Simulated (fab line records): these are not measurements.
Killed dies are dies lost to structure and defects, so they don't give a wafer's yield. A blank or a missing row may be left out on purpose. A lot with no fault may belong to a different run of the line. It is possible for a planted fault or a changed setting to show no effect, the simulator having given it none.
fab line records    flow n5_finfet
[record] lots = 11  wafers = 33  last_day = 17
route steps=1938 shown BEOL_M10@1524 BEOL_M11@1541
lots that met no fault: from a run of the same line without faults
start_h: hours from the record's opening day to when the first of the lot's shown wafers began    wait_h: hours from the lot's prior step to this one    " the same as in the row above    L1.1+2: a single row standing in for several wafers    - no value present, or no start provided    * or withheld: withheld    < > ~ a bound
route shown NAME@n: names a module that has steps shown in the file, with the first one's number in the route    usual: average and standard deviation across the fault-free wafers    same: alike in all rows    chamber/n: place in a boat    sites: readings site by site    _std_site: standard deviation of those values    _edge_site: outer sites' mean less inner sites'    radius_mm: for every site, how far away it sits from the centre of the wafer    mask NAME#n: copy n    behind: the last tool/chamber to shape the wafer    hold: cause of the lot's hold/its duration in hours/its outcome    device: whichever transistor did not switch (one of n, p or np)    end of line: the same wafers' tests at the end of the route    for a step that has no rows: nothing shown but its recipe    killed: dies that structure and defects cost at the first sort, which is not the same as the wafer's yield    map: the dies of a wafer, with x for killed, . for not killed, _ for no die there
set.NAME: the setting as run; set.NAME@STEP: as run at that earlier step    model.NAME: the simulator's own value behind a step, which no gauge read
route steps across a sampled set of lots; one table per step, one row per wafer
services: a tool's chamber out of use, with start hour (start_h, from the record's first day; less than 0 if before it), hours out, and reason
[[steps]]
[step N5_BEOL_M10_ALD_74]
[recipe] material = TaN  target_thk_a = 20  temp_c = 275  ald_precursor_family = PDMAT  ald_co_reactant = NH3  pressure_torr = 3  carrier_flow_sccm = 1500  pulse_time_s = 2  purge_time_s = 3  co_reactant_purge_time_s = 2  co_reactant_pulse_time_s = 3  ald_cycles = 40  precursor_vessel_temp_c = 75  precursor_vessel_pressure_torr = 26.25  precursor_vessel_carrier_sccm = 1000
[usual] heater_power_w = 426/41
lot.wafer  tool          chamber  start_h  wait_h  heater_power_w
L428.1     ald_metal-04  3        236.94   0.1     409
L428.2     "             2        "        "       366
L428.3     "             0        "        "       455
L425.3     ald_metal-04  2        241.65   0.1     359
L425.5     "             2        "        "       366
L425.6     "             3        "        "       420
L426.1     ald_metal-01  3        251.91   0.1     392
L426.4     "             2        "        "       449
L426.5     "             0        "        "       455
L431.2     ald_metal-03  2        281.89   0.1     389
L431.4     "             0        "        "       378
L431.5     "             1        "        "       388
L433.1     ald_metal-01  0        281.95   0.0     466
L433.3     "             2        "        "       449
L433.5     "             3        "        "       388
L432.3     ald_metal-01  1        283.22   0.0     448
L432.4     "             2        "        "       453
L432.5     "             3        "        "       390
L436.2     ald_metal-01  3        299.10   0.0     382
L436.4     "             1        "        "       467
L436.6     "             2        "        "       433
L437.2     ald_metal-04  2        310.10   0.0     364
L437.3     "             3        "        "       407
L437.4     "             1        "        "       481
L439.1     ald_metal-03  1        311.04   0.1     396
L439.3     "             3        "        "       493
L439.4     "             2        "        "       387
L445.2     ald_metal-03  3        352.73   0.1     496
L445.4     "             2        "        "       396
L445.6     "             1        "        "       396
L447.1     ald_metal-03  1        361.84   0.0     389
L447.2     "             2        "        "       393
L447.4     "             0        "        "       375
[step N5_BEOL_M11_COAT_59]
[recipe] resist = SOC  temp_c = 250  time_s = 60  spin_rpm = 1500  resist_thk_nm = 100
[usual] chill_plate_temp_C = 22.99/0.1  heater_power_total_W = 500.6/1.8  plate_temp_C = 249.98/0.16
lot.wafer  tool            chamber  start_h  wait_h  chill_plate_temp_C  heater_power_total_W  plate_temp_C
L428.1     litho_track-02  0        240.56   0.1     22.87               499.3                 249.74
L428.2     "               0        "        "       23.09               503.0                 250.07
L428.3     "               0        "        "       22.93               499.8                 250.13
L425.3     litho_track-05  0        247.29   0.1     22.99               503.3                 249.87
L425.5     "               0        "        "       23.05               502.1                 249.81
L425.6     "               0        "        "       22.93               500.4                 249.63
L426.1     litho_track-01  0        255.67   0.1     23.04               501.9                 250.18
L426.4     "               0        "        "       22.98               502.8                 250.08
L426.5     "               0        "        "       22.83               503.1                 250.11
L433.1     litho_track-05  0        285.50   0.1     23.10               498.3                 249.91
L433.3     "               0        "        "       23.06               502.9                 249.83
L433.5     "               0        "        "       23.03               502.8                 249.88
L431.2     litho_track-05  0        285.74   0.1     23.05               499.6                 250.08
L431.4     "               0        "        "       23.13               500.8                 249.90
L431.5     "               0        "        "       22.93               498.3                 249.87
L432.3     litho_track-02  0        286.70   0.1     22.90               503.1                 249.88
L432.4     "               0        "        "       22.86               502.8                 249.96
L432.5     "               0        "        "       22.79               502.0                 249.87
L436.2     litho_track-01  0        302.21   0.1     23.05               501.3                 250.07
L436.4     "               0        "        "       22.88               502.7                 250.02
L436.6     "               0        "        "       23.14               498.3                 249.84
L437.2     litho_track-01  0        313.25   0.1     23.15               467.7                 235.78
L437.3     "               0        "        "       23.25               467.4                 235.49
L437.4     "               0        "        "       23.02               463.0                 235.51
L439.1     litho_track-01  0        315.67   0.1     23.08               466.3                 235.82
L439.3     "               0        "        "       23.22               462.6                 235.88
L439.4     "               0        "        "       23.15               466.5                 235.63
L445.2     litho_track-05  0        356.16   0.1     23.02               503.0                 249.90
L445.4     "               0        "        "       23.09               498.5                 249.89
L445.6     "               0        "        "       23.10               498.5                 250.18
L447.1     litho_track-05  0        366.57   0.1     23.00               501.3                 249.74
L447.2     "               0        "        "       23.05               500.3                 249.88
L447.4     "               0        "        "       23.09               498.1                 250.11
[step N5_BEOL_M11_INSPECT_13]
[recipe] mode = adi  inspect_instrument = brightfield
[usual] raw_defect_count = 409/96
lot.wafer  tool               chamber  start_h  wait_h  raw_defect_count
L428.1     defect_inspect-01  -        240.98   0.0     368
L428.2     "                  -        "        "       386
L428.3     "                  -        "        "       326
L425.3     defect_inspect-01  -        247.59   0.0     264
L425.5     "                  -        "        "       312
L425.6     "                  -        "        "       341
L426.1     defect_inspect-02  -        256.09   0.0     347
L426.4     "                  -        "        "       463
L426.5     "                  -        "        "       471
L433.1     defect_inspect-01  -        285.96   0.0     385
L433.3     "                  -        "        "       347
L433.5     "                  -        "        "       281
L431.2     defect_inspect-01  -        286.16   0.0     273
L431.4     "                  -        "        "       296
L431.5     "                  -        "        "       308
L432.3     defect_inspect-01  -        287.12   0.0     427
L432.4     "                  -        "        "       360
L432.5     "                  -        "        "       398
L436.2     defect_inspect-01  -        302.51   0.0     454
L436.4     "                  -        "        "       358
L436.6     "                  -        "        "       417
L437.2     defect_inspect-01  -        313.67   0.0     328
L437.3     "                  -        "        "       438
L437.4     "                  -        "        "       379
L439.1     defect_inspect-01  -        316.10   0.0     490
L439.3     "                  -        "        "       564
L439.4     "                  -        "        "       406
L445.2     defect_inspect-01  -        356.58   0.0     492
L445.4     "                  -        "        "       406
L445.6     "                  -        "        "       324
L447.1     defect_inspect-01  -        366.87   0.0     516
L447.2     "                  -        "        "       658
L447.4     "                  -        "        "       419
[step N5_BEOL_M11_DESCUM_16]
[recipe] chemistry = O2  time_s = 7.9  source_power_w = 50  bias_power_w = 20  pressure_mtorr = 20  rf_frequency_hz = 2.712e+07  temp_c = 40  resist = CAR-ArF  o2_flow_sccm = 225
[usual] chamber_pressure_mTorr = 19.999/0.019  drypump_motor_current_A = 5.8/0.49  oes_product_au = 0.79/0.077  rf_vpp_V = 243.1/1.4  showerhead_plenum_p_Torr = 2.09/0.076  throttle_valve_pct = 20.45/0.22
lot.wafer  tool         chamber  start_h  wait_h  chamber_pressure_mTorr  drypump_motor_current_A  oes_product_au  rf_hours_counter_h  rf_vpp_V  showerhead_plenum_p_Torr  throttle_valve_pct
L428.1     rie_diel-05  3        241.08   0.1     20.014                  5.7                      0.93            13                  245.3     2.23                      20.32
L428.2     "            0        "        "       20.017                  5.6                      0.91            21                  240.8     2.06                      20.10
L428.3     "            1        "        "       20.003                  5.8                      0.72            200                 243.4     2.17                      20.64
L425.3     rie_diel-02  2        247.63   0.0     19.999                  5.1                      0.80            96                  243.1     2.03                      20.35
L425.5     "            0        "        "       20.016                  5.1                      0.88            -                   244.5     2.21                      20.58
L425.6     "            3        "        "       19.996                  6.6                      0.90            -                   243.5     2.15                      20.21
L426.1     rie_diel-05  0        256.12   0.0     19.972                  5.6                      0.92            24                  242.3     2.06                      20.09
L426.4     "            1        "        "       19.999                  5.8                      0.73            203                 244.5     2.16                      20.65
L426.5     "            3        "        "       20.015                  5.7                      0.93            -                   244.9     2.23                      20.33
L433.1     rie_diel-06  2        285.99   0.0     19.984                  6.5                      0.74            182                 242.6     2.08                      20.57
L433.3     "            0        "        "       19.997                  5.7                      0.81            72                  245.5     2.11                      20.06
L433.5     "            0        "        "       19.994                  5.7                      0.82            -                   242.4     2.11                      20.07
L431.2     rie_diel-06  3        286.24   0.1     19.995                  6.6                      0.80            109                 242.0     2.03                      20.51
L431.4     "            0        "        "       19.968                  5.7                      0.81            72                  242.9     2.11                      20.07
L431.5     "            3        "        "       19.977                  6.5                      0.80            -                   242.1     2.03                      20.53
L432.3     rie_diel-02  2        287.17   0.0     19.992                  5.1                      0.79            108                 240.8     2.02                      20.37
L432.4     "            0        "        "       19.965                  5.1                      0.86            51                  244.8     2.21                      20.60
L432.5     "            2        "        "       19.992                  5.1                      0.78            -                   241.1     2.02                      20.36
L436.2     rie_diel-05  2        302.55   0.0     19.991                  5.4                      0.71            216                 242.1     2.07                      20.80
L436.4     "            1        "        "       19.970                  5.9                      0.72            -                   243.5     2.16                      20.67
L436.6     "            2        "        "       19.983                  5.4                      0.71            -                   242.5     2.07                      20.82
L437.2     rie_diel-05  1        314.88   1.2     20.022                  5.8                      0.71            220                 242.6     2.16                      20.67
L437.3     "            3        "        "       20.008                  5.8                      0.89            30                  245.4     2.23                      20.35
L437.4     "            2        "        "       19.990                  5.4                      0.70            221                 243.3     2.06                      20.81
L439.1     rie_diel-06  2        317.59   1.5     20.023                  6.5                      0.74            185                 242.3     2.08                      20.57
L439.3     "            1        "        "       19.976                  5.5                      0.71            218                 240.5     1.98                      20.41
L439.4     "            3        "        "       20.016                  6.5                      0.81            114                 242.4     2.03                      20.53
L445.2     rie_diel-06  3        356.64   0.1     20.004                  6.6                      0.78            130                 242.6     2.02                      20.54
L445.4     "            2        "        "       20.008                  6.5                      0.73            -                   242.6     2.07                      20.61
L445.6     "            1        "        "       19.992                  5.5                      0.69            -                   240.8     1.97                      20.43
L447.1     rie_diel-06  0        366.90   0.0     20.012                  5.8                      0.81            83                  242.4     2.10                      20.07
L447.2     "            3        "        "       19.996                  6.5                      0.79            133                 242.0     2.02                      20.56
L447.4     "            1        "        "       20.009                  5.5                      0.69            237                 242.6     1.97                      20.42
[[services]]
tool          chamber  start_h  hours  kind
ald_metal-03  1        231.04   5.1    repair
ald_metal-04  -        250.00   0.4    repair
ald_metal-01  3        266.96   2.9    repair
rie_diel-06   2        297.63   7.9    repair
rie_diel-05   3        298.23   8.0    repair
rie_diel-06   -        302.99   14.6   pm
rie_diel-02   0        316.48   3.8    repair
ald_metal-03  1        318.16   2.9    repair
rie_diel-06   0        329.38   30.4   repair
rie_diel-02   0        333.06   3.4    repair
ald_metal-04  -        337.25   14.0   pm
ald_metal-04  0        337.25   14.0   vent_cycle
ald_metal-04  1        337.25   14.0   vent_cycle
ald_metal-04  2        337.25   14.0   vent_cycle
ald_metal-04  3        337.25   14.0   vent_cycle
rie_diel-06   2        337.79   6.0    repair
ald_metal-04  0        351.25   -      clean
ald_metal-04  1        351.25   -      clean
ald_metal-04  2        351.25   -      clean
ald_metal-04  3        351.25   -      clean
rie_diel-02   2        359.03   13.7   repair
ald_metal-04  3        361.62   29.1   repair
[[key]]
[first_sign] step = N5_BEOL_M11_COAT_59  reading = plate_temp_C  direction = down  sigmas = 89  usual = *  struck = *
[effect] step = N5_BEOL_M11_COAT_59  reading = heater_power_total_W  direction = down  sigmas = 19  usual = *  struck = *
met_at N5_BEOL_M11_COAT_59
struck_lots L437,L439
not_acting_at N5_BEOL_M10_ALD_74,N5_BEOL_M11_INSPECT_13,N5_BEOL_M11_DESCUM_16
onset_between 302.21 313.25
[fault] kind = process_parameter_drift  tool = litho_track-01  chamber = -  onset_h = 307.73  steps = N5_BEOL_M11_COAT_59  channel = temp_c  offset = *  shape = step  end_h = 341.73  acts_in = *  stated = *
